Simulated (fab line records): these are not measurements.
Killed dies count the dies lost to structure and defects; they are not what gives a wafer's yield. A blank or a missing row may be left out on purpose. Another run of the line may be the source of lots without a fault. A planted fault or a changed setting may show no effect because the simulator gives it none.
fab line records	flow n5Finfet	part 1 of 2: steps 1 to 4 of 6
record lots=22	wafers=66	lastDay=17
route steps=1938 shown BEOL_M14@1756 BEOL_M15@1773
lots with no fault: from the same line, run without faults
startH: the number of hours between the record's first day and the start of the first shown wafer of the lot	waitH: hours from the lot's prior step to this one	" repeats the value in the row above	L1.1+2: a row that stands for several wafers	- no value, or no start given	* or withheld: withheld	< > ~ a bound
route shown NAME@n: NAME is a module with steps in the file, n the number in the route of the first one	usual: the fault-free wafers' mean and standard deviation	same: alike in all rows	chamber/n: place in a boat	sites: each site's reading	_std_site: standard deviation across them	_edge_site: mean of outer sites minus mean of inner sites	radiusMm: how far each site lies from the wafer's centre	mask NAME#n: copy n	behind: the tool/chamber that last shaped the wafer	hold: why the lot was held/for how many hours/how that ended	device: the transistor (n, p or np) that didn't switch	end of line: tests of these same wafers at the route's end	a step with no rows: only its recipe	killed: count of dies lost to structure and defects at first sort (not the wafer's yield)	map: a wafer's dies, x killed, . not, _ none there
set.NAME: setting as actually run; set.NAME@STEP: the setting as run at that earlier step	model.NAME: the simulator's own value behind a step, which no gauge read
route steps across a sampled set of lots; one table per step, one row per wafer
services: from which hour (startH, from the record's first day; less than 0 if before it) a tool's chamber was out of use, for how many hours, and why
## steps
# step N5_BEOL_M14_STRIP_37
# recipe chemistry=O2	powerW=600	tempC=60	pressureMtorr=30	rfFrequencyHz=6e+07	biasPowerW=0	overashFraction=0.3	o2FlowSccm=225
# usual drypumpMotorCurrentA=5.9/0.38	o2FlowSccm=225.0/0.66	oesProductAu=0.82/0.081	rfVppV=3.7/0.94	showerheadPlenumPTorr=2.11/0.054	throttleValvePct=16.70/0.28
lot.wafer	tool	chamber	startH	waitH	drypumpMotorCurrentA	o2FlowSccm	oesProductAu	rfHoursCounterH	rfVppV	showerheadPlenumPTorr	throttleValvePct
L074.1	rieDiel-02	0	239.28	0.0	5.9	225.7	0.74	184	4.8	2.09	16.94
L074.2	"	3	"	"	5.6	225.2	0.70	239	4.9	2.14	16.69
L074.3	"	1	"	"	6.3	224.6	0.86	57	5.8	2.14	16.77
L075.2	rieDiel-04	1	242.75	0.2	6.5	225.3	0.81	86	3.6	2.03	16.66
L075.3	"	2	"	"	5.4	225.3	0.98	4	3.4	2.17	16.65
L075.6	"	1	"	"	6.6	224.7	0.81	-	3.6	2.03	16.66
L077.1	rieDiel-02	3	253.55	0.0	5.6	224.5	0.68	246	5.0	2.13	16.75
L077.2	"	1	"	"	6.3	225.5	0.84	64	5.1	2.14	16.82
L077.5	"	1	"	"	6.3	225.8	0.85	-	3.8	2.14	16.78
L078.2	rieDiel-02	1	260.40	2.3	6.3	225.1	0.84	66	3.4	2.14	16.80
L078.4	"	0	"	"	5.9	224.0	0.74	194	2.7	2.09	16.99
L078.6	"	2	"	"	6.0	224.7	0.78	-	4.3	2.12	16.50
L079.1	rieDiel-01	3	271.61	0.1	5.6	225.4	0.76	158	4.2	2.11	17.08
L079.2	"	2	"	"	6.4	225.4	0.89	36	5.3	2.12	16.34
L079.4	"	0	"	"	5.9	224.6	0.69	247	4.5	2.00	17.22
L080.2	rieDiel-01	3	275.85	3.7	5.6	225.1	0.77	160	3.5	2.11	17.10
L080.3	"	0	"	"	5.9	224.5	0.68	249	1.6	2.00	17.22
L080.6	"	0	"	"	5.9	225.1	0.69	-	4.2	2.00	17.19
L082.2	rieDiel-04	3	290.53	3.9	5.2	225.0	0.90	16	3.3	2.05	16.69
L082.3	"	2	"	"	5.4	224.4	0.93	18	3.6	2.16	16.69
L082.6	"	0	"	"	5.9	224.4	0.86	-	2.8	2.12	16.22
L083.3	rieDiel-02	3	290.60	3.3	5.6	224.6	0.99	2	4.6	2.13	16.30
L083.4	"	0	"	"	5.9	225.2	0.71	206	2.0	2.09	16.98
L083.5	"	3	"	"	5.6	223.9	0.99	-	3.1	2.13	16.28
L081.1	rieDiel-01	1	290.81	0.8	5.8	225.0	0.88	55	3.4	2.13	16.59
L081.3	"	2	"	"	6.5	223.9	0.88	44	4.3	2.12	16.38
L081.6	"	3	"	"	5.6	224.4	0.77	-	3.4	2.11	17.09
L084.1	rieDiel-01	3	300.42	0.0	5.6	225.1	0.77	168	2.9	2.11	17.10
L084.2	"	1	"	"	5.8	224.3	0.88	60	2.2	2.13	16.60
L084.4	"	1	"	"	5.8	224.3	0.89	-	2.9	2.13	16.59
L086.2	rieDiel-01	2	303.87	0.3	6.5	224.7	0.86	50	3.6	2.12	16.37
L086.3	"	3	"	"	5.6	225.4	0.76	170	3.5	2.11	17.15
L086.4	"	3	"	"	5.6	224.9	0.75	-	3.8	2.11	17.14
L085.1	rieDiel-04	0	316.58	0.4	5.9	224.3	0.85	73	4.0	2.12	16.24
L085.4	"	3	"	"	5.2	224.4	0.90	25	4.5	2.04	16.72
L085.5	"	2	"	"	5.4	226.0	0.90	-	3.2	2.16	16.68
L087.4	rieDiel-04	0	317.07	0.5	5.9	227.4	0.84	73	4.5	2.12	16.24
L087.5	"	1	"	"	6.6	222.9	0.77	-	3.8	2.02	16.71
L087.6	"	0	"	"	5.9	226.6	0.85	-	5.5	2.12	16.20
L088.2	rieDiel-01	1	319.81	0.3	5.8	225.8	0.85	69	4.3	2.13	16.58
L088.4	"	2	"	"	6.5	225.1	0.85	57	3.5	2.11	16.42
L088.6	"	3	"	"	5.6	224.9	0.75	-	3.7	2.10	17.13
L089.2	rieDiel-04	2	320.85	0.1	5.4	226.4	0.90	28	4.3	2.16	16.67
L089.3	"	1	"	"	6.7	224.3	0.76	116	5.0	2.02	16.69
L089.6	"	1	"	"	6.6	225.3	0.78	-	3.0	2.02	16.72
L090.4	rieDiel-01	0	342.19	2.9	5.9	224.8	0.95	10	3.0	2.26	16.76
L090.5	"	1	"	"	5.8	224.6	0.85	-	4.6	2.13	16.65
L090.6	"	0	"	"	5.9	225.1	0.97	-	3.0	2.26	16.79
L091.1	rieDiel-02	3	344.57	1.1	5.6	224.9	0.92	20	4.6	2.12	16.37
L091.4	"	3	"	"	5.6	224.7	0.90	-	3.4	2.12	16.35
L091.5	"	0	"	"	5.9	224.5	0.71	-	3.4	2.08	17.02
L093.1	rieDiel-04	1	356.48	0.1	6.6	224.7	0.75	128	3.9	2.02	16.70
L093.3	"	2	"	"	5.4	224.9	0.88	41	5.0	2.15	16.71
L093.4	"	3	"	"	5.2	224.5	0.86	40	4.5	2.04	16.76
L094.4	rieDiel-04	2	362.56	0.0	5.4	223.5	0.86	43	3.7	2.15	16.74
L094.5	"	2	"	"	5.4	224.3	0.88	-	3.1	2.15	16.74
L094.6	"	3	"	"	5.2	224.0	0.88	-	3.1	2.03	16.74
L095.2	rieDiel-01	1	365.44	1.5	5.8	224.1	0.83	85	4.1	2.12	16.63
L095.3	"	3	"	"	5.6	225.3	0.74	192	5.7	2.10	17.13
L095.5	"	3	"	"	5.6	225.1	0.74	-	3.9	2.10	17.16
L096.1	rieDiel-01	3	384.07	0.6	5.6	224.6	0.74	198	3.2	2.10	17.16
L096.2	"	1	"	"	5.8	225.0	0.83	92	3.6	2.12	16.65
L096.3	"	2	"	"	6.5	226.2	0.82	78	2.4	2.11	16.41
L097.3	rieDiel-02	2	384.11	4.3	6.0	225.1	0.73	160	3.8	2.11	16.54
L097.4	"	1	"	"	6.3	225.4	0.79	107	1.6	2.12	16.88
L097.6	"	0	"	"	5.9	224.4	0.70	-	5.0	2.08	17.05
# step N5_BEOL_M14_SPUTTER_44
# recipe material=Ta	targetThkA=150	tempC=50	biasV=80	powerW=15000	chamberPressurePa=0.07	timeS=24.19
# usual cathodeDcPowerW=15000/2.7	susceptorTempC=50.00/0.099	throttleValvePct=29.8/1.1
lot.wafer	tool	chamber	startH	waitH	cathodeDcPowerW	susceptorTempC	throttleValvePct
L074.1	pvdSputter-02	-	241.79	0.0	14997	49.95	30.1
L074.2	"	-	"	"	15003	49.86	28.7
L074.3	"	-	"	"	14997	50.01	28.5
L075.2	pvdSputter-02	-	243.29	0.0	15000	50.25	29.0
L075.3	"	-	"	"	14996	50.22	30.1
L075.6	"	-	"	"	15001	49.99	31.4
L077.1	pvdSputter-03	-	254.03	0.0	15002	49.94	29.1
L077.2	"	-	"	"	15002	50.16	30.2
L077.5	"	-	"	"	14998	50.09	31.1
L078.2	pvdSputter-01	-	261.81	0.0	14998	50.07	30.1
L078.4	"	-	"	"	14996	50.01	28.0
L078.6	"	-	"	"	15000	49.93	28.1
L079.1	pvdSputter-02	-	274.29	0.0	15001	49.98	28.8
L079.2	"	-	"	"	15000	50.15	28.7
L079.4	"	-	"	"	14999	50.05	30.2
L080.2	pvdSputter-03	-	276.52	0.0	15002	49.99	29.9
L080.3	"	-	"	"	15006	49.96	30.5
L080.6	"	-	"	"	15003	50.07	30.1
L082.2	pvdSputter-02	-	291.13	0.0	15006	49.93	31.0
L082.3	"	-	"	"	14998	50.14	28.7
L082.6	"	-	"	"	14999	50.04	28.4
L083.3	pvdSputter-03	-	291.25	0.0	15001	50.10	29.2
L083.4	"	-	"	"	15001	49.90	30.5
L083.5	"	-	"	"	15001	50.01	30.1
L081.1	pvdSputter-01	-	291.27	0.0	15003	49.96	31.3
L081.3	"	-	"	"	15003	49.97	29.7
L081.6	"	-	"	"	15000	49.87	28.0
L084.1	pvdSputter-01	-	302.83	0.0	15004	49.97	27.7
L084.2	"	-	"	"	15002	49.99	31.0
L084.4	"	-	"	"	14998	50.12	30.6
L086.2	pvdSputter-02	-	304.76	0.0	15002	49.82	31.3
L086.3	"	-	"	"	14999	50.17	28.4
L086.4	"	-	"	"	14998	50.01	30.2
L085.1	pvdSputter-02	-	317.32	0.0	14999	50.03	28.4
L085.4	"	-	"	"	15001	50.15	28.9
L085.5	"	-	"	"	15000	49.76	31.2
L087.4	pvdSputter-02	-	317.68	0.0	14997	50.08	28.8
L087.5	"	-	"	"	15002	49.92	31.1
L087.6	"	-	"	"	15002	49.97	28.6
L088.2	pvdSputter-02	-	320.23	0.0	15000	49.99	30.1
L088.4	"	-	"	"	15000	49.90	31.4
L088.6	"	-	"	"	14998	50.03	28.6
L089.2	pvdSputter-01	-	321.44	0.0	14999	50.09	27.8
L089.3	"	-	"	"	14999	49.99	30.8
L089.6	"	-	"	"	15003	49.86	29.8
L090.4	pvdSputter-03	-	342.82	0.0	14997	50.02	30.6
L090.5	"	-	"	"	14995	49.98	30.0
L090.6	"	-	"	"	15003	50.00	30.2
L091.1	pvdSputter-01	-	345.42	0.0	14995	50.01	29.9
L091.4	"	-	"	"	14996	50.04	30.9
L091.5	"	-	"	"	14999	49.95	30.8
L093.1	pvdSputter-01	-	357.31	0.0	15003	49.93	30.6
L093.3	"	-	"	"	15005	49.95	27.8
L093.4	"	-	"	"	15000	49.99	29.7
L094.4	pvdSputter-01	-	363.25	0.0	15001	49.95	31.0
L094.5	"	-	"	"	14999	50.10	28.0
L094.6	"	-	"	"	14997	50.04	29.9
L095.2	pvdSputter-02	-	366.35	0.0	15000	49.96	31.3
L095.3	"	-	"	"	14998	49.98	30.2
L095.5	"	-	"	"	14999	50.14	30.2
L096.1	pvdSputter-03	-	384.83	0.0	14999	50.11	30.0
L096.2	"	-	"	"	15000	49.95	30.0
L096.3	"	-	"	"	15002	50.00	29.2
L097.3	pvdSputter-02	-	384.90	0.0	14994	49.89	28.5
L097.4	"	-	"	"	15002	50.05	29.1
L097.6	"	-	"	"	15001	49.89	31.5
# step N5_BEOL_M15_ILD_DEP_00
# recipe material=SiO2	targetThkA=16293	tempC=400	precursor=TEOS/O2	pressureTorr=6.5	rfW=900	teosFlowSccm=161.4	gas=O2	flowSccm=2650	timeS=346.1
# usual chamberPressureTorr=6.500/0.015	heaterPowerW=565/76	showerheadPlenumPTorr=8.33/0.037	susceptorTempC=400.01/0.22	throttleValvePct=18.4/1.1
lot.wafer	tool	chamber	startH	waitH	chamberPressureTorr	heaterPowerW	showerheadPlenumPTorr	susceptorTempC	throttleValvePct
L074.1	pecvd-02	0	242.98	0.0	6.530	624	8.34	400.04	17.7
L074.2	"	1	"	"	6.498	660	8.31	400.14	19.2
L074.3	"	2	"	"	6.497	459	8.32	400.13	16.8
L075.2	pecvd-02	1	244.99	0.0	6.507	682	8.32	400.16	19.2
L075.3	"	0	"	"	6.502	638	8.33	400.05	17.9
L075.6	"	1	"	"	6.476	553	8.31	400.26	19.5
L077.1	pecvd-02	1	255.21	0.0	6.483	655	8.34	400.03	19.4
L077.2	"	0	"	"	6.481	653	8.33	399.88	17.9
L077.5	"	2	"	"	6.480	437	8.30	399.55	16.7
L078.2	pecvd-02	0	263.42	0.0	6.529	660	8.33	400.51	17.9
L078.4	"	0	"	"	6.504	493	8.32	400.45	17.5
L078.6	"	1	"	"	6.490	563	8.29	399.97	19.2
L079.1	pecvd-03	2	275.49	0.0	6.505	566	8.29	399.81	19.0
L079.2	"	0	"	"	6.483	687	8.42	399.72	18.1
L079.4	"	2	"	"	6.520	449	8.27	399.99	18.4
L080.2	pecvd-03	2	278.52	0.1	6.508	520	8.30	399.86	18.7
L080.3	"	1	"	"	6.508	632	8.39	400.14	19.9
L080.6	"	1	"	"	6.508	492	8.38	400.15	19.8
L082.2	pecvd-02	0	292.30	0.0	6.488	653	8.32	399.73	17.9
L082.3	"	2	"	"	6.502	558	8.31	400.03	16.9
L082.6	"	1	"	"	6.483	547	8.30	399.92	19.3
L083.3	pecvd-04	1	292.42	0.0	6.512	585	8.31	400.15	18.4
L083.4	"	0	"	"	6.482	591	8.32	399.83	20.4
L083.5	"	2	"	"	6.504	557	8.34	399.94	16.9
L081.1	pecvd-03	2	293.00	0.0	6.504	580	8.28	399.84	18.8
L081.3	"	0	"	"	6.504	623	8.40	400.30	18.3
L081.6	"	1	"	"	6.541	488	8.38	400.06	19.8
L084.1	pecvd-02	2	304.00	0.0	6.502	470	8.30	400.28	17.0
L084.2	"	0	"	"	6.502	652	8.32	399.60	18.0
L084.4	"	2	"	"	6.491	555	8.31	399.92	16.9
L086.2	pecvd-04	0	305.93	0.0	6.459	464	8.33	399.94	20.5
L086.3	"	2	"	"	6.502	580	8.32	400.02	16.8
L086.4	"	1	"	"	6.525	469	8.34	399.74	18.4
L085.1	pecvd-03	2	318.75	0.0	6.513	602	8.29	399.89	18.9
L085.4	"	2	"	"	6.480	455	8.28	399.99	18.8
L085.5	"	0	"	"	6.520	712	8.39	400.12	18.2
L087.4	pecvd-03	1	319.13	0.1	6.520	485	8.36	399.54	19.9
L087.5	"	2	"	"	6.513	460	8.28	400.34	18.6
L087.6	"	0	"	"	6.516	540	8.41	400.09	18.0
L088.2	pecvd-02	2	321.41	0.0	6.497	511	8.31	399.80	16.9
L088.4	"	0	"	"	6.486	509	8.33	399.70	17.8
L088.6	"	1	"	"	6.490	708	8.33	399.79	19.3
L089.2	pecvd-03	0	322.90	0.0	6.496	669	8.38	399.91	18.0
L089.3	"	2	"	"	6.489	558	8.28	399.99	18.8
L089.6	"	1	"	"	6.493	495	8.39	400.31	20.0
L090.4	pecvd-02	2	344.10	0.1	6.488	566	8.31	400.21	17.0
L090.5	"	0	"	"	6.505	648	8.32	399.90	18.4
L090.6	"	1	"	"	6.506	548	8.32	399.52	19.4
L091.1	pecvd-04	2	346.61	0.0	6.499	533	8.34	399.89	17.0
L091.4	"	0	"	"	6.470	560	8.32	400.00	20.3
L091.5	"	1	"	"	6.497	592	8.30	400.06	18.7
L093.1	pecvd-03	0	358.48	0.0	6.470	668	8.42	399.92	18.0
L093.3	"	2	"	"	6.497	488	8.28	400.09	18.8
L093.4	"	0	"	"	6.497	522	8.38	399.97	18.2
L094.4	pecvd-02	0	365.04	0.1	6.503	664	8.34	400.16	18.0
L094.5	"	2	"	"	6.477	440	8.29	400.14	17.0
L094.6	"	1	"	"	6.509	552	8.32	399.66	19.3
L095.2	pecvd-02	0	367.52	0.0	6.484	597	8.31	400.25	17.9
L095.3	"	2	"	"	6.505	571	8.28	400.42	17.1
L095.5	"	0	"	"	6.504	670	8.34	400.06	17.9
L096.1	pecvd-02	0	386.02	0.0	6.509	603	8.35	400.16	17.6
L096.2	"	2	"	"	6.495	535	8.30	400.09	17.1
L096.3	"	1	"	"	6.509	662	8.32	399.81	19.4
L097.3	pecvd-04	1	386.09	0.0	6.494	598	8.30	400.70	18.3
L097.4	"	0	"	"	6.513	568	8.32	400.11	20.6
L097.6	"	2	"	"	6.474	443	8.31	400.13	17.4
# step N5_BEOL_M15_ETCH_57
# recipe chemistry=N2/H2	target=SOC	sourceW=3000	biasW=350	timeS=750	ionEnergyEv=200	pressureMtorr=30	n2FlowSccm=200	h2FlowSccm=200
# usual drypumpMotorCurrentA=5.73/0.28	oesProductAu=0.77/0.085	rfVppV=524.3/2.6	showerheadPlenumPTorr=2.56/0.09	throttleValvePct=17.88/0.19
lot.wafer	tool	chamber	startH	waitH	drypumpMotorCurrentA	oesProductAu	rfHoursCounterH	rfVppV	showerheadPlenumPTorr	throttleValvePct
L074.1	rieDiel-06	1	244.22	-	5.91	0.72	190	526.2	2.64	17.92
L074.2	"	0	"	"	5.82	0.73	171	524.1	2.51	17.98
L074.3	"	2	"	"	5.53	0.69	228	523.7	2.52	17.86
L075.2	rieDiel-06	2	246.23	-	5.53	0.69	228	522.4	2.52	17.86
L075.3	"	3	"	"	5.82	0.88	57	523.5	2.59	17.97
L075.6	"	1	"	"	5.93	0.72	-	527.3	2.64	17.94
L077.1	rieDiel-03	3	256.45	-	5.22	0.73	206	523.7	2.52	18.00
L077.2	"	1	"	"	6.27	0.69	218	520.8	2.41	18.04
L077.5	"	2	"	"	5.54	0.88	-	528.5	2.71	17.59
L078.2	rieDiel-06	0	264.89	-	5.85	0.72	177	523.5	2.51	18.00
L078.4	"	3	"	"	5.81	0.86	62	525.2	2.58	17.97
L078.6	"	3	"	"	5.78	0.86	-	523.9	2.58	17.97
L079.1	rieDiel-06	2	276.99	-	5.53	0.68	237	524.3	2.52	17.87
L079.2	"	3	"	"	5.79	0.86	66	524.1	2.58	17.98
L079.4	"	2	"	"	5.53	0.68	-	521.5	2.52	17.89
L080.2	rieDiel-03	2	279.77	-	5.56	0.88	26	528.9	2.71	17.59
L080.3	"	3	"	"	5.26	0.72	213	524.2	2.52	18.01
L080.6	"	0	"	"	5.39	0.69	-	523.0	2.51	18.10
L082.2	rieDiel-03	2	293.67	-	5.51	0.87	30	528.6	2.71	17.61
L082.3	"	3	"	"	5.25	0.72	217	523.7	2.52	18.02
L082.6	"	3	"	"	5.25	0.71	-	522.7	2.52	18.02
L083.3	rieDiel-05	3	294.09	-	6.09	0.85	50	528.4	2.69	17.92
L083.4	"	0	"	"	5.85	0.74	182	520.1	2.42	17.94
L083.5	"	1	"	"	5.73	0.72	-	522.1	2.51	17.52
L081.1	rieDiel-06	2	294.73	-	5.52	0.68	242	522.4	2.52	17.89
L081.3	"	1	"	"	5.91	0.70	206	526.3	2.63	17.97
L081.6	"	1	"	"	5.92	0.71	-	527.8	2.63	17.97
L084.1	rieDiel-05	2	305.27	-	5.60	0.83	81	524.0	2.57	17.63
L084.2	"	3	"	"	6.16	0.83	54	528.7	2.69	17.92
L084.4	"	1	"	"	5.77	0.71	202	523.2	2.51	17.53
L086.2	rieDiel-06	2	307.17	-	5.53	0.67	248	523.8	2.51	17.90
L086.3	"	1	"	"	5.92	0.70	211	526.7	2.63	17.97
L086.4	"	0	"	"	5.82	0.71	188	523.2	2.51	18.01
L085.1	rieDiel-03	3	320.01	-	5.24	0.70	225	522.6	2.51	18.03
L085.4	"	2	"	"	5.53	0.86	38	527.6	2.70	17.62
L085.5	"	2	"	"	5.55	0.85	-	528.9	2.70	17.61
L087.4	rieDiel-03	3	320.49	-	5.25	0.71	226	523.7	2.51	18.03
L087.5	"	1	"	"	6.26	0.68	-	520.1	2.41	18.07
L087.6	"	2	"	"	5.52	0.86	-	528.9	2.70	17.62
L088.2	rieDiel-05	3	322.65	-	6.15	0.82	57	528.4	2.69	17.96
L088.4	"	2	"	"	5.60	0.82	87	525.9	2.57	17.65
L088.6	"	2	"	"	5.57	0.82	-	524.7	2.57	17.66
L089.2	rieDiel-05	1	324.27	-	5.75	0.71	209	521.2	2.50	17.53
L089.3	"	0	"	"	5.84	0.72	194	521.0	2.41	17.94
L089.6	"	2	"	"	5.61	0.82	-	524.7	2.57	17.64
L090.4	rieDiel-05	0	345.61	-	5.86	0.71	200	521.1	2.41	17.97
L090.5	"	0	"	"	5.85	0.72	-	520.9	2.41	17.97
L090.6	"	3	"	"	6.12	0.82	-	526.4	2.69	17.96
L091.1	rieDiel-06	3	348.08	-	5.77	0.83	90	523.8	2.57	18.00
L091.4	"	2	"	"	5.52	0.98	5	522.1	2.51	17.41
L091.5	"	1	"	"	5.91	0.69	-	526.5	2.63	17.99
L093.1	rieDiel-06	1	360.16	-	5.92	0.69	227	527.0	2.62	18.00
L093.3	"	2	"	"	5.54	0.96	9	522.5	2.51	17.41
L093.4	"	3	"	"	5.78	0.83	94	524.1	2.57	18.02
L094.4	rieDiel-03	0	366.53	-	5.40	0.97	-	521.8	2.51	17.63
L094.5	"	2	"	"	5.54	0.84	-	528.0	2.70	17.64
L094.6	"	3	"	"	5.23	0.70	-	522.3	2.51	18.07
L095.2	rieDiel-06	3	368.77	-	5.83	0.82	96	526.0	2.57	18.03
L095.3	"	2	"	"	5.52	0.96	11	521.6	2.51	17.42
L095.5	"	3	"	"	5.78	0.82	-	524.0	2.57	18.04
L096.1	rieDiel-06	0	387.43	-	5.84	0.69	213	523.1	2.50	18.05
L096.2	"	3	"	"	5.78	0.82	101	525.1	2.57	18.02
L096.3	"	1	"	"	5.91	0.69	235	524.9	2.62	18.01
L097.3	rieDiel-03	3	387.84	-	5.25	0.69	250	524.4	2.50	18.08
L097.4	"	1	"	"	6.22	0.99	1	528.8	2.72	17.71
L097.6	"	1	"	"	6.24	0.99	-	527.4	2.72	17.70
